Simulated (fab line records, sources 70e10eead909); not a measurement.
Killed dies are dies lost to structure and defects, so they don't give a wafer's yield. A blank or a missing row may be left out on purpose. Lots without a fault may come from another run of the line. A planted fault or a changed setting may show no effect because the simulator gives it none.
fab line records | flow nand_harc
record lots=24 wafers=72 last_day=25
route steps=1159 shown A_STAIRCASE@533
lots that met no fault: from a run of the same line without faults
start_h: hours from the record's first day to the start of the lot's first wafer shown | wait_h: hours since the lot's step before | " the same as in the row above | L1.1+2: a row that stands for several wafers | - no value, or no start given | * or withheld: withheld | < > ~ a bound
route shown NAME@n: a module of which the file shows steps, and the number in the route of the first | usual: mean/standard deviation of fault-free wafers | same: alike in all rows | chamber/n: place in a boat | sites: the reading at each site | _std_site: their standard deviation | _edge_site: outer sites' mean less inner sites' | radius_mm: how far each site lies from the wafer's centre | mask NAME#n: copy n | behind: the tool/chamber that last shaped the wafer | hold: why the lot was held/for how many hours/how that ended | device: the transistor (n, p or np) that didn't switch | end of line: the same wafers' tests at the end of the route | a step without rows: its recipe alone | killed: dies lost to structure and defects at the first sort, not the wafer's yield | map: a wafer's dies, x killed, . not, _ none there
set.NAME: the setting as run; set.NAME@STEP: as run at that earlier step | model.NAME: the simulator's own value behind a step, which no gauge read
steps of the route over a sample of lots; a table a step, a row a wafer
services: from which hour (start_h, from the record's first day; less than 0 if before it) a tool's chamber was out of use, for how many hours, and why
## steps
# step NHARC_A_STAIRCASE_STRIP_171
# recipe power_w=1500 temp_c=250 chemistry=O2
# usual drypump_motor_current_A=5.8/0.46 heater_power_w=344/28
# columns lot.wafer tool chamber start_h wait_h drypump_motor_current_A heater_power_w rf_hours_counter_h
L074.1 plasma_asher-02 0 234.24 - 5.8 331 14
L074.4 " 0 " " 5.8 343 -
L074.5 " 1 " " 5.3 383 -
L077.4 plasma_asher-02 1 245.01 - 5.3 376 -
L077.3 " 0 " " 5.9 338 -
L077.6 " 0 " " 5.8 335 -
L075.2 plasma_asher-01 0 249.25 - 6.6 333 50
L075.4 " 0 " " 6.6 332 -
L075.6 " 1 " " 5.7 299 -
L076.2 plasma_asher-01 1 252.02 - 5.7 296 51
L076.1 " 0 " " 6.6 336 51
L076.6 " 0 " " 6.6 326 -
L078.4 plasma_asher-02 0 252.53 - 5.9 342 -
L078.3 " 1 " " 5.3 381 -
L078.5 " 0 " " 5.9 343 -
L080.1 plasma_asher-02 1 260.68 - 5.3 389 23
L080.2 " 0 " " 5.8 335 23
L080.3 " 1 " " 5.3 374 -
L079.2 plasma_asher-01 1 260.86 - 5.7 297 55
L079.3 " 0 " " 6.6 330 -
L079.5 " 0 " " 6.7 332 -
L082.2 plasma_asher-01 1 275.72 - 5.8 297 61
L082.3 " 1 " " 5.7 293 -
L082.6 " 0 " " 6.6 324 -
L081.1 plasma_asher-02 0 276.61 - 5.8 343 28
L081.4 " 0 " " 5.8 335 -
L081.6 " 1 " " 5.3 386 -
L084.1 plasma_asher-01 0 288.85 - 6.6 321 2
L084.4 " 0 " " 6.6 316 -
L084.6 " 0 " " 6.6 316 -
L083.2 plasma_asher-02 1 292.67 - 5.3 379 34
L083.4 " 1 " " 5.3 389 -
L083.5 " 0 " " 5.8 343 -
L087.1 plasma_asher-02 1 310.72 - 5.3 384 40
L087.4 " 0 " " 5.8 332 -
L087.5 " 1 " " 5.3 380 -
L086.1 plasma_asher-01 0 317.60 - 6.6 325 10
L086.2 " 1 " " 5.7 320 10
L086.4 " 1 " " 5.7 326 -
L085.1 plasma_asher-02 0 317.73 - 5.8 342 41
L085.3 " 1 " " 5.3 385 -
L085.6 " 1 " " 5.3 390 -
L088.4 plasma_asher-01 0 317.98 - 6.6 314 -
L088.3 " 1 " " 5.8 326 -
L088.5 " 0 " " 6.6 321 -
L089.1 plasma_asher-01 1 321.37 - 5.8 320 12
L089.4 " 0 " " 6.7 315 -
L089.5 " 1 " " 5.7 321 -
L090.1 plasma_asher-02 1 329.87 - 5.3 380 47
L090.3 " 0 " " 5.9 341 -
L090.6 " 0 " " 5.8 335 -
L091.2 plasma_asher-02 0 332.82 - 5.9 341 48
L091.4 " 1 " " 5.3 375 -
L091.6 " 0 " " 5.8 325 -
L092.2 plasma_asher-02 0 333.06 - 5.8 328 48
L092.3 " 1 " " 5.3 372 -
L092.6 " 1 " " 5.3 381 -
L093.2 plasma_asher-02 1 348.58 - 5.3 379 54
L093.3 " 1 " " 5.3 387 -
L093.4 " 0 " " 5.9 337 -
L094.4 plasma_asher-02 0 352.12 - 5.8 334 -
L094.5 " 0 " " 5.8 342 -
L094.6 " 1 " " 5.3 382 -
L095.2 plasma_asher-01 0 355.37 - 6.6 327 23
L095.5 " 0 " " 6.6 320 -
L095.6 " 1 " " 5.7 326 -
L097.4 plasma_asher-02 1 371.51 - 5.3 374 -
L097.3 " 0 " " 5.9 339 -
L097.6 " 1 " " 5.3 380 -
L096.4 plasma_asher-02 0 379.80 - 5.9 340 -
L096.3 " 1 " " 5.3 380 -
L096.5 " 0 " " 5.9 345 -
# step NHARC_A_STAIRCASE_TRIM_16
# recipe time_s=211.2 o2_flow_sccm=500 ar_flow_sccm=0 bias_w=0 chemistry=O2
# usual drypump_motor_current_A=5.6/0.52 oes_product_au=0.997/0.0067 rf_vpp_V=57.9/0.82 showerhead_plenum_p_Torr=3.52/0.15 throttle_valve_pct=17.036/0.0091
# columns lot.wafer tool chamber start_h wait_h drypump_motor_current_A oes_product_au rf_hours_counter_h rf_vpp_V showerhead_plenum_p_Torr throttle_valve_pct
L074.4 rie_diel-04 1 - - 5.0 0.993 45 57.6 3.51 17.038
L074.1 " 2 " " 5.4 0.987 40 59.1 3.51 17.045
L074.5 " 1 " " 5.0 0.988 - 56.5 3.51 17.049
L077.3 rie_diel-01 3 - - 5.2 0.999 28 58.9 3.69 17.039
L077.4 " 1 " " 5.5 0.991 37 57.3 3.35 17.045
L077.6 " 0 " " 5.8 0.985 - 58.9 3.68 17.044
L075.4 rie_diel-01 2 - - 4.8 0.992 42 57.3 3.59 17.025
L075.2 " 3 " " 5.2 1.004 30 56.5 3.69 17.030
L075.6 " 1 " " 5.5 1.006 - 58.4 3.35 17.025
L076.2 rie_diel-08 0 - - 5.9 0.997 49 58.5 3.31 17.037
L076.1 " 2 " " 5.2 1.005 49 59.1 3.78 17.033
L076.6 " 0 " " 5.9 1.001 - 57.5 3.31 17.046
L078.4 rie_diel-01 3 - - 5.2 0.997 31 58.9 3.69 17.041
L078.3 " 0 " " 5.8 0.990 28 57.0 3.68 17.032
L078.5 " 3 " " 5.2 0.999 - 58.4 3.69 17.041
L080.1 rie_diel-01 2 - - 4.8 0.989 46 58.6 3.58 17.052
L080.2 " 0 " " 5.7 0.996 31 58.2 3.67 17.030
L080.3 " 1 " " 5.5 0.999 44 57.6 3.35 17.046
L079.2 rie_diel-08 0 - - 5.9 0.997 52 57.7 3.31 17.040
L079.3 " 1 " " 6.4 0.999 50 58.5 3.43 17.028
L079.5 " 0 " " 5.9 1.004 - 55.4 3.31 17.034
L082.2 rie_diel-04 0 - - 6.0 1.000 61 57.1 3.61 17.026
L082.3 " 2 " " 5.4 0.999 56 59.1 3.50 17.023
L082.6 " 2 " " 5.4 0.995 - 58.3 3.50 17.025
L081.1 rie_diel-04 0 - - 5.9 0.995 61 57.6 3.61 17.043
L081.6 " 2 " " 5.4 0.993 - 58.2 3.50 17.045
L081.4 " 0 " " 5.9 0.989 - 58.5 3.61 17.037
L084.1 rie_diel-08 1 - - 6.4 0.998 60 57.8 3.42 17.049
L084.4 " 0 " " 5.9 0.989 61 57.3 3.31 17.043
L084.6 " 1 " " 6.4 0.994 - 58.5 3.42 17.041
L083.4 rie_diel-08 1 - - 6.4 0.997 61 57.2 3.42 17.040
L083.2 " 0 " " 5.9 0.994 62 58.3 3.31 17.028
L083.5 " 2 " " 5.2 1.004 - 57.7 3.77 17.021
L087.4 rie_diel-01 3 - - 5.2 0.993 51 59.6 3.67 17.035
L087.1 " 1 " " 5.5 0.982 62 57.9 3.34 17.032
L087.5 " 0 " " 5.8 0.992 - 58.1 3.67 17.041
L086.2 rie_diel-08 0 - - 5.9 0.985 5 59.0 3.30 17.050
L086.4 " 1 " " 6.4 1.008 5 59.4 3.42 17.045
L086.1 " 3 " " 5.5 0.997 5 57.3 3.29 17.037
L085.1 rie_diel-04 3 - - 6.7 0.999 6 57.9 3.38 17.044
L085.3 " 0 " " 6.0 0.989 10 56.3 3.60 17.035
L085.6 " 0 " " 5.9 0.989 - 56.1 3.60 17.028
L088.4 rie_diel-08 1 - - 6.4 1.001 5 58.4 3.42 17.029
L088.3 " 2 " " 5.2 1.007 5 58.4 3.77 17.040
L088.5 " 1 " " 6.4 1.009 - 57.1 3.42 17.018
L089.1 rie_diel-04 3 - - 6.7 0.990 7 58.0 3.38 17.037
L089.4 " 0 " " 5.9 0.996 11 58.2 3.60 17.034
L089.5 " 3 " " 6.7 1.011 - 59.1 3.38 17.048
L090.3 rie_diel-04 3 - - 6.7 0.988 12 57.4 3.38 17.023
L090.1 " 1 " " 5.0 1.006 10 57.3 3.49 17.034
L090.6 " 0 " " 6.0 0.995 - 57.8 3.60 17.016
L091.2 rie_diel-01 3 - - 5.2 0.996 3 57.7 3.67 17.029
L091.4 " 1 " " 5.5 1.009 4 56.7 3.33 17.050
L091.6 " 3 " " 5.2 1.004 - 57.3 3.67 17.029
L092.2 rie_diel-01 0 - - 5.8 1.004 5 59.3 3.66 17.043
L092.3 " 1 " " 5.5 1.002 4 58.6 3.33 17.031
L092.6 " 0 " " 5.8 0.998 - 58.6 3.66 17.030
L093.2 rie_diel-01 0 - - 5.8 0.982 10 59.3 3.66 17.048
L093.4 " 1 " " 5.5 0.988 10 58.2 3.33 17.036
L093.3 " 2 " " 4.8 0.991 8 57.6 3.57 17.034
L094.4 rie_diel-04 2 - - 5.4 1.004 24 58.1 3.49 17.037
L094.6 " 3 " " 6.7 0.996 - 58.2 3.37 17.019
L094.5 " 0 " " 5.9 0.999 - 58.3 3.59 17.043
L095.2 rie_diel-01 1 - - 5.5 1.002 11 56.6 3.33 17.035
L095.5 " 1 " " 5.5 0.989 - 56.7 3.33 17.031
L095.6 " 2 " " 4.8 0.992 - 57.4 3.57 17.034
L097.3 rie_diel-01 1 - - 5.5 0.991 16 59.0 3.33 17.030
L097.4 " 3 " " 5.2 0.990 15 58.7 3.67 17.030
L097.6 " 1 " " 5.5 0.994 - 58.3 3.33 17.027
L096.3 rie_diel-01 0 - - 5.8 0.993 19 57.5 3.65 17.037
L096.4 " 1 " " 5.5 0.999 19 57.6 3.33 17.023
L096.5 " 1 " " 5.5 1.008 - 56.8 3.33 17.028
# step NHARC_A_STAIRCASE_TRIM_24
# recipe time_s=211.2 o2_flow_sccm=500 ar_flow_sccm=0 bias_w=0 chemistry=O2
# usual drypump_motor_current_A=5.6/0.52 oes_product_au=1.000/0.0076 rf_vpp_V=57.8/0.84 showerhead_plenum_p_Torr=3.51/0.16 throttle_valve_pct=17.037/0.0095
# columns lot.wafer tool chamber start_h wait_h drypump_motor_current_A oes_product_au rf_hours_counter_h rf_vpp_V showerhead_plenum_p_Torr throttle_valve_pct
L074.4 rie_diel-01 2 - - 4.8 0.990 37 58.3 3.59 17.048
L074.1 " 1 " " 5.5 0.987 35 57.1 3.35 17.033
L074.5 " 2 " " 4.8 0.996 - 56.8 3.59 17.050
L077.4 rie_diel-01 2 - - 4.8 0.990 39 56.7 3.59 17.029
L077.3 " 0 " " 5.8 0.993 25 56.3 3.68 17.045
L077.6 " 1 " " 5.5 1.003 - 57.7 3.35 17.031
L075.2 rie_diel-01 2 - - 4.8 1.002 42 58.3 3.59 17.050
L075.4 " 0 " " 5.8 0.985 27 57.0 3.68 17.034
L075.6 " 2 " " 4.8 1.004 - 58.0 3.59 17.039
L076.2 rie_diel-08 2 - - 5.2 0.995 49 59.3 3.78 17.037
L076.1 " 0 " " 5.9 1.004 49 58.3 3.31 17.033
L076.6 " 2 " " 5.2 1.005 - 58.2 3.78 17.058
L078.3 rie_diel-01 3 - - 5.2 0.999 31 57.5 3.69 17.036
L078.4 " 0 " " 5.8 0.992 28 57.2 3.68 17.043
L078.5 " 0 " " 5.8 0.983 - 57.1 3.67 17.027
L080.3 rie_diel-01 2 - - 4.8 0.994 47 56.9 3.58 17.038
L080.1 " 3 " " 5.2 0.993 35 58.6 3.68 17.041
L080.2 " 1 " " 5.5 0.995 45 57.5 3.35 17.026
L079.2 rie_diel-04 0 - - 5.9 1.001 56 57.9 3.61 17.033
L079.3 " 1 " " 5.0 0.998 57 59.0 3.50 17.049
L079.5 " 1 " " 5.0 0.998 - 57.1 3.50 17.027
L082.2 rie_diel-01 0 - - 5.8 1.000 36 58.0 3.67 17.056
L082.3 " 2 " " 4.8 0.996 55 58.2 3.58 17.038
L082.6 " 0 " " 5.8 0.997 - 59.6 3.67 17.017
L081.4 rie_diel-01 0 - - 5.8 0.997 36 57.6 3.67 17.038
L081.1 " 1 " " 5.5 0.996 52 57.6 3.34 17.042
L081.6 " 1 " " 5.5 0.985 - 55.8 3.34 17.033
L084.4 rie_diel-08 1 - - 6.4 1.008 60 56.8 3.42 17.046
L084.1 " 0 " " 5.9 0.993 61 57.6 3.31 17.025
L084.6 " 1 " " 6.4 1.005 - 57.1 3.42 17.020
L083.2 rie_diel-08 2 - - 5.2 0.993 66 55.9 3.77 17.033
L083.4 " 1 " " 6.4 0.982 63 57.1 3.42 17.043
L083.5 " 2 " " 5.2 0.993 - 58.6 3.77 17.055
L087.1 rie_diel-01 2 - - 4.8 1.000 65 58.3 3.57 17.044
L087.4 " 3 " " 5.2 0.991 51 56.5 3.67 17.031
L087.5 " 0 " " 5.8 0.986 - 57.5 3.67 17.019
L086.1 rie_diel-04 3 - - 6.7 1.002 6 58.1 3.38 17.039
L086.2 " 0 " " 5.9 1.004 10 58.4 3.60 17.040
L086.4 " 1 " " 5.0 1.008 5 58.3 3.49 17.046
L085.1 rie_diel-08 1 - - 6.4 1.006 6 57.9 3.42 17.041
L085.3 " 2 " " 5.2 1.018 5 58.4 3.77 17.029
L085.6 " 0 " " 5.9 0.998 - 58.1 3.30 17.046
L088.4 rie_diel-08 0 - - 5.9 0.985 6 56.8 3.30 17.030
L088.3 " 1 " " 6.4 0.999 6 57.0 3.42 17.043
L088.5 " 3 " " 5.5 0.999 - 57.1 3.29 17.043
L089.1 rie_diel-08 2 - - 5.2 1.010 8 58.9 3.76 17.056
L089.4 " 3 " " 5.5 0.999 8 56.3 3.29 17.044
L089.5 " 1 " " 6.4 1.008 - 57.4 3.42 17.030
L090.3 rie_diel-08 2 - - 5.2 1.013 11 56.7 3.76 17.020
L090.1 " 3 " " 5.5 1.002 10 56.9 3.29 17.045
L090.6 " 1 " " 6.4 1.012 - 57.3 3.41 17.046
L091.2 rie_diel-04 1 - - 5.0 1.001 12 58.4 3.49 17.024
L091.4 " 2 " " 5.4 1.006 18 58.9 3.49 17.026
L091.6 " 0 " " 6.0 0.993 - 59.5 3.60 17.041
L092.3 rie_diel-08 3 - - 5.5 1.008 12 57.5 3.29 17.041
L092.2 " 1 " " 6.4 1.004 13 57.6 3.41 17.055
L092.6 " 2 " " 5.2 1.010 - 58.6 3.76 17.043
L093.4 rie_diel-04 3 - - 6.7 1.011 20 57.8 3.37 17.048
L093.2 " 0 " " 6.0 1.007 24 58.7 3.59 17.048
L093.3 " 1 " " 5.0 1.000 17 57.1 3.49 17.034
L094.5 rie_diel-08 3 - - 5.5 1.003 - 57.1 3.29 17.031
L094.6 " 0 " " 5.9 0.988 - 57.5 3.29 17.050
L094.4 " 2 " " 5.2 1.007 - 58.6 3.76 17.035
L095.2 rie_diel-01 2 - - 4.8 1.004 10 56.8 3.57 17.030
L095.5 " 1 " " 5.5 0.998 - 58.2 3.33 17.043
L095.6 " 2 " " 4.8 0.996 - 58.4 3.57 17.035
L097.3 rie_diel-04 3 - - 6.7 1.013 26 58.4 3.37 17.042
L097.4 " 0 " " 6.0 1.013 31 59.7 3.59 17.023
L097.6 " 3 " " 6.7 1.014 - 59.2 3.37 17.042
L096.3 rie_diel-04 3 - - 6.7 1.001 30 57.9 3.37 17.035
L096.4 " 1 " " 5.0 0.997 27 58.2 3.48 17.039
L096.5 " 2 " " 5.4 1.000 - 56.8 3.48 17.037
# step NHARC_A_STAIRCASE_ETCH_192
# recipe target_depth_a=1000 time_s=40.5 ion_energy_ev=400 c4f8_flow_sccm=20 o2_flow_sccm=10 ar_flow_sccm=withheld rf_w=600 bias_w=1000 chemistry=C4F8/O2
# usual oes_product_au=0.938/0.01 rf_vpp_V=895/5.5
# columns lot.wafer tool chamber start_h wait_h oes_product_au rf_hours_counter_h rf_vpp_V
L074.4 rie_diel-01 2 - - 0.944 37 898
L074.1 " 3 " " 0.937 26 902
L074.5 " 3 " " 0.948 - 903
L077.4 rie_diel-04 2 - - 0.956 45 895
L077.3 " 0 " " 0.929 51 900
L077.6 " 3 " " 0.953 - 891
L075.4 rie_diel-04 1 - - 0.928 54 896
L075.2 " 3 " " 0.943 48 890
L075.6 " 1 " " 0.929 - 896
L076.1 rie_diel-01 2 - - 0.928 44 897
L076.2 " 3 " " 0.937 32 901
L076.6 " 3 " " 0.931 - 903
L078.3 rie_diel-01 1 - - 0.938 42 888
L078.4 " 2 " " 0.932 44 900
L078.5 " 0 " " 0.927 - 903
L080.1 rie_diel-01 3 - - 0.930 36 903
L080.2 " 1 " " 0.930 45 890
L080.3 " 2 " " 0.927 48 898
L079.3 rie_diel-08 3 - - 0.958 56 887
L079.2 " 0 " " 0.942 53 888
L079.5 " 0 " " 0.950 - 889
L082.3 rie_diel-04 0 - - 0.920 63 901
L082.2 " 2 " " 0.917 58 895
L082.6 " 2 " " 0.932 - 896
L081.1 rie_diel-04 2 - - 0.946 58 894
L081.4 " 0 " " 0.946 - 899
L081.6 " 1 " " 0.943 - 895
L084.1 rie_diel-08 3 - - 0.953 66 887
L084.4 " 1 " " 0.953 61 892
L084.6 " 2 " " 0.947 - 904
L083.4 rie_diel-01 1 - - 0.916 59 889
L083.2 " 3 " " 0.937 48 901
L083.5 " 1 " " 0.922 - 889
L087.4 rie_diel-08 0 - - 0.936 4 887
L087.1 " 2 " " 0.949 4 905
L087.5 " 0 " " 0.932 - 888
L086.4 rie_diel-04 0 - - 0.920 11 898
L086.2 " 1 " " 0.942 6 895
L086.1 " 2 " " 0.938 12 894
L085.3 rie_diel-08 0 - - 0.917 8 887
L085.1 " 1 " " 0.934 8 891
L085.6 " 3 " " 0.939 - 887
L088.4 rie_diel-08 1 - - 0.926 8 892
L088.3 " 3 " " 0.932 8 887
L088.5 " 2 " " 0.929 - 904
L089.1 rie_diel-04 0 - - 0.944 14 897
L089.4 " 2 " " 0.932 14 894
L089.5 " 3 " " 0.930 - 889
L090.1 rie_diel-01 0 - - 0.948 5 901
L090.3 " 1 " " 0.949 5 888
L090.6 " 3 " " 0.950 - 901
L091.4 rie_diel-04 3 - - 0.942 14 890
L091.2 " 1 " " 0.935 13 894
L091.6 " 2 " " 0.938 - 894
L092.3 rie_diel-08 1 - - 0.933 15 892
L092.2 " 2 " " 0.960 14 905
L092.6 " 1 " " 0.949 - 892
L093.2 rie_diel-04 3 - - 0.941 21 889
L093.3 " 1 " " 0.937 18 897
L093.4 " 2 " " 0.950 24 896
L094.4 rie_diel-01 2 - - 0.935 10 898
L094.5 " 1 " " 0.934 - 889
L094.6 " 2 " " 0.925 - 897
L095.2 rie_diel-04 2 - - 0.939 26 894
L095.5 " 0 " " 0.951 - 898
L095.6 " 1 " " 0.958 - 893
L097.4 rie_diel-01 1 - - 0.943 17 889
L097.3 " 3 " " 0.954 15 900
L097.6 " 0 " " 0.946 - 900
L096.4 rie_diel-08 2 - - 0.939 31 904
L096.3 " 3 " " 0.933 31 886
L096.5 " 1 " " 0.946 - 892
# step NHARC_A_STAIRCASE_ETCH_194
# recipe target_depth_a=1000 time_s=40.5 ion_energy_ev=400 c4f8_flow_sccm=20 o2_flow_sccm=10 ar_flow_sccm=withheld rf_w=600 bias_w=1000 chemistry=C4F8/O2
# usual oes_product_au=0.939/0.0083 rf_vpp_V=895/5.4
# columns lot.wafer tool chamber start_h wait_h oes_product_au rf_hours_counter_h rf_vpp_V
L074.4 rie_diel-01 2 - - 0.938 38 898
L074.1 " 3 " " 0.944 27 903
L074.5 " 1 " " 0.937 - 891
L077.3 rie_diel-04 3 - - 0.942 46 889
L077.4 " 0 " " 0.927 51 899
L077.6 " 0 " " 0.946 - 898
L075.2 rie_diel-04 1 - - 0.926 54 896
L075.4 " 2 " " 0.919 47 895
L075.6 " 1 " " 0.936 - 894
L076.1 rie_diel-01 0 - - 0.940 29 901
L076.2 " 2 " " 0.948 44 899
L076.6 " 3 " " 0.942 - 902
L078.3 rie_diel-01 1 - - 0.950 42 890
L078.4 " 3 " " 0.935 33 902
L078.5 " 1 " " 0.942 - 890
L080.1 rie_diel-01 1 - - 0.936 45 888
L080.3 " 2 " " 0.939 48 899
L080.2 " 3 " " 0.934 36 903
L079.2 rie_diel-08 1 - - 0.939 52 892
L079.3 " 2 " " 0.927 54 904
L079.5 " 2 " " 0.930 - 905
L082.3 rie_diel-04 1 - - 0.941 65 895
L082.2 " 2 " " 0.941 58 896
L082.6 " 0 " " 0.936 - 898
L081.1 rie_diel-04 0 - - 0.943 64 899
L081.4 " 2 " " 0.941 - 894
L081.6 " 0 " " 0.940 - 899
L084.4 rie_diel-08 1 - - 0.935 62 893
L084.1 " 0 " " 0.931 62 888
L084.6 " 2 " " 0.940 - 905
L083.4 rie_diel-01 1 - - 0.944 59 887
L083.2 " 0 " " 0.938 43 901
L083.5 " 1 " " 0.940 - 891
L087.4 rie_diel-08 3 - - 0.932 4 886
L087.1 " 2 " " 0.938 4 905
L087.5 " 3 " " 0.930 - 887
L086.1 rie_diel-04 0 - - 0.948 12 898
L086.2 " 1 " " 0.940 6 893
L086.4 " 2 " " 0.930 12 895
L085.1 rie_diel-08 0 - - 0.928 8 888
L085.3 " 2 " " 0.944 8 904
L085.6 " 3 " " 0.947 - 887
L088.4 rie_diel-08 3 - - 0.929 8 889
L088.3 " 2 " " 0.949 8 903
L088.5 " 0 " " 0.937 - 887
L089.4 rie_diel-04 0 - - 0.940 14 897
L089.1 " 2 " " 0.934 14 895
L089.5 " 0 " " 0.931 - 899
L090.3 rie_diel-01 0 - - 0.951 5 901
L090.1 " 2 " " 0.949 4 897
L090.6 " 1 " " 0.949 - 889
L091.2 rie_diel-04 0 - - 0.925 19 898
L091.4 " 2 " " 0.937 19 893
L091.6 " 1 " " 0.939 - 895
L092.3 rie_diel-08 1 - - 0.941 15 892
L092.2 " 3 " " 0.930 14 886
L092.6 " 0 " " 0.923 - 888
L093.4 rie_diel-04 2 - - 0.943 24 895
L093.3 " 0 " " 0.941 25 898
L093.2 " 1 " " 0.934 18 894
L094.4 rie_diel-01 0 - - 0.932 13 902
L094.5 " 0 " " 0.934 - 901
L094.6 " 1 " " 0.938 - 888
L095.2 rie_diel-04 0 - - 0.956 28 899
L095.5 " 0 " " 0.958 - 897
L095.6 " 1 " " 0.936 - 894
L097.4 rie_diel-01 1 - - 0.947 17 889
L097.3 " 2 " " 0.946 15 896
L097.6 " 0 " " 0.930 - 901
L096.3 rie_diel-08 0 - - 0.939 32 887
L096.4 " 2 " " 0.952 31 905
L096.5 " 1 " " 0.957 - 892
# step NHARC_A_STAIRCASE_ETCH_197
# recipe target_depth_a=1000 time_s=40.5 ion_energy_ev=400 c4f8_flow_sccm=20 o2_flow_sccm=10 ar_flow_sccm=withheld rf_w=600 bias_w=1000 chemistry=C4F8/O2
# usual oes_product_au=0.949/0.02 rf_vpp_V=896/5.5
# columns lot.wafer tool chamber start_h wait_h oes_product_au rf_hours_counter_h rf_vpp_V
L074.1 rie_diel-01 3 - - 0.939 27 901
L074.4 " 0 " " 0.934 23 900
L074.5 " 3 " " 0.940 - 904
L077.3 rie_diel-08 3 - - 0.976 50 888
L077.4 " 0 " " 0.963 48 889
L077.6 " 1 " " 0.971 - 893
L075.4 rie_diel-08 1 - - 0.965 47 892
L075.2 " 3 " " 0.961 51 887
L075.6 " 1 " " 0.962 - 893
L076.2 rie_diel-08 3 - - 0.930 53 889
L076.1 " 1 " " 0.923 48 894
L076.6 " 0 " " 0.926 - 887
L078.4 rie_diel-01 0 - - 0.941 30 901
L078.3 " 1 " " 0.955 42 890
L078.5 " 2 " " 0.947 - 897
L080.2 rie_diel-01 2 - - 0.945 48 897
L080.1 " 3 " " 0.934 36 901
L080.3 " 1 " " 0.942 46 890
L079.3 rie_diel-01 0 - - 0.990 31 901
L079.2 " 1 " " 0.935 46 888
L079.5 " 1 " " 0.941 - 889
L082.2 rie_diel-08 2 - - 0.923 61 904
L082.3 " 0 " " 0.912 59 889
L082.6 " 1 " " 0.930 - 894
L081.1 rie_diel-04 2 - - 0.940 58 895
L081.4 " 2 " " 0.948 - 895
L081.6 " 1 " " 0.934 - 893
L084.4 rie_diel-01 0 - - 0.913 42 901
L084.1 " 1 " " 0.922 57 889
L084.6 " 3 " " 0.921 - 903
L083.4 rie_diel-01 0 - - 0.921 43 901
L083.2 " 3 " " 0.933 49 901
L083.5 " 0 " " 0.935 - 901
L087.1 rie_diel-04 2 - - 0.965 10 896
L087.4 " 1 " " 0.992 4 894
L087.5 " 2 " " 0.968 - 894
L086.4 rie_diel-04 0 - - 0.944 12 897
L086.2 " 1 " " 0.930 6 895
L086.1 " 2 " " 0.943 12 896
L085.3 rie_diel-01 1 - - 0.963 0 890
L085.1 " 2 " " 0.966 0 897
L085.6 " 2 " " 0.963 - 897
L088.4 rie_diel-04 3 - - 0.939 8 891
L088.3 " 0 " " 0.949 12 899
L088.5 " 2 " " 0.952 - 894
L089.1 rie_diel-04 2 - - 0.936 15 895
L089.4 " 3 " " 0.924 10 892
L089.5 " 1 " " 0.929 - 894
L090.3 rie_diel-01 2 - - 0.936 4 897
L090.1 " 0 " " 0.962 5 901
L090.6 " 3 " " 0.947 - 902
L091.4 rie_diel-01 0 - - 0.969 7 899
L091.2 " 3 " " 0.983 6 901
L091.6 " 1 " " 0.969 - 888
L092.2 rie_diel-01 2 - - 0.951 6 897
L092.3 " 3 " " 0.969 6 900
L092.6 " 2 " " 0.948 - 898
L093.2 rie_diel-08 2 - - 0.949 19 905
L093.3 " 3 " " 0.947 19 887
L093.4 " 2 " " 0.953 - 905
L094.4 rie_diel-01 2 - - 0.937 11 896
L094.5 " 0 " " 0.928 - 901
L094.6 " 1 " " 0.935 - 889
L095.2 rie_diel-01 2 - - 0.975 12 898
L095.6 " 0 " " 0.952 - 901
L095.5 " 1 " " 0.983 - 886
L097.3 rie_diel-08 0 - - 0.968 29 887
L097.4 " 3 " " 0.960 27 886
L097.6 " 1 " " 0.986 - 890
L096.3 rie_diel-01 2 - - 0.977 19 895
L096.4 " 0 " " 0.957 21 899
L096.5 " 1 " " 0.966 - 889
## services
# columns tool chamber start_h hours kind
rie_diel-01 0 220.86 - clean
rie_diel-01 1 220.86 - clean
rie_diel-01 2 220.86 - clean
rie_diel-01 3 220.86 - clean
rie_diel-04 2 230.12 1.6 repair
rie_diel-01 0 245.36 - clean
rie_diel-01 1 245.36 - clean
rie_diel-01 2 245.36 - clean
rie_diel-01 3 245.36 - clean
rie_diel-04 3 257.33 51.6 repair
rie_diel-01 0 269.86 - clean
rie_diel-01 1 269.86 - clean
rie_diel-01 2 269.86 - clean
rie_diel-01 3 269.86 - clean
plasma_asher-01 - 276.05 9.0 pm
plasma_asher-02 - 283.88 3.5 repair
rie_diel-01 0 294.36 - clean
rie_diel-01 1 294.36 - clean
rie_diel-08 - 302.10 9.0 pm
rie_diel-04 1 307.14 9.6 repair
rie_diel-01 - 315.57 9.0 pm
plasma_asher-01 - 340.79 3.9 repair
rie_diel-08 1 346.30 13.8 repair
plasma_asher-02 - 360.08 9.0 pm
## key
fault none
